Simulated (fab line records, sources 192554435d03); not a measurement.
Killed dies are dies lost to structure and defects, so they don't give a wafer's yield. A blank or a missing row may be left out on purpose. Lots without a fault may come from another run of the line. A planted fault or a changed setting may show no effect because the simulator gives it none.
Chamber matching | flow n5_finfet | N5_BEOL_M7_ETCH_61 on rie_diel-02: 4 sister chambers
The step etches SiARC in CF4, target depth 45.5 nm, time 75.8 s. 8 wafers are shown with their chamber, then 7 later ones without.

WAFERS WITH THEIR CHAMBER
wafer  | chamber | throttle_valve_pct (%) | drypump_motor_current_A (A)
L076.6 | 2       | 15.87                  | 5.9
L077.4 | 0       | 15.26                  | 5.6
L077.5 | 3       | 16.04                  | 4.9
L080.2 | 3       | 16.05                  | 4.9
L080.3 | 1       | 15.23                  | 6.3
L080.6 | 0       | 15.26                  | 5.7
L089.4 | 2       | 15.90                  | 5.8
L089.5 | 1       | 15.26                  | 6.3

WAFERS WITHOUT THEIR CHAMBER
wafer  | throttle_valve_pct (%) | drypump_motor_current_A (A)
L089.6 | 15.27                  | 5.7
L091.3 | 16.07                  | 4.9
L091.5 | 15.27                  | 6.4
L091.6 | 15.91                  | 5.8
L092.2 | 15.92                  | 5.8
L092.3 | 16.08                  | 4.9
L092.6 | 15.28                  | 6.4

WHICH CHAMBER EACH WENT THROUGH
wafer  | from the rows above | in truth
L089.6 | 0                   | 0
L091.3 | 3                   | 3
L091.5 | 1                   | 1
L091.6 | 2                   | 2
L092.2 | 2                   | 2
L092.3 | 3                   | 3
L092.6 | 1                   | 1
Placed correctly: 7 of 7. Can't be placed from these rows: 0. Placed wrongly: 0.
How it was worked out, from the rows above alone: a wafer's distance from a chamber is the root of the sum, over the readings, of the square of ((its reading less the chamber's mean) divided by the reading's scatter). The wafer belongs to the nearest chamber; if the next one is less than 2 further off, it can't be placed. A chamber's mean is the mean of its shown wafers. The scatter: the root of (the sum of the squares of (reading less its chamber's mean) over the shown wafers, divided by (wafers less chambers)).
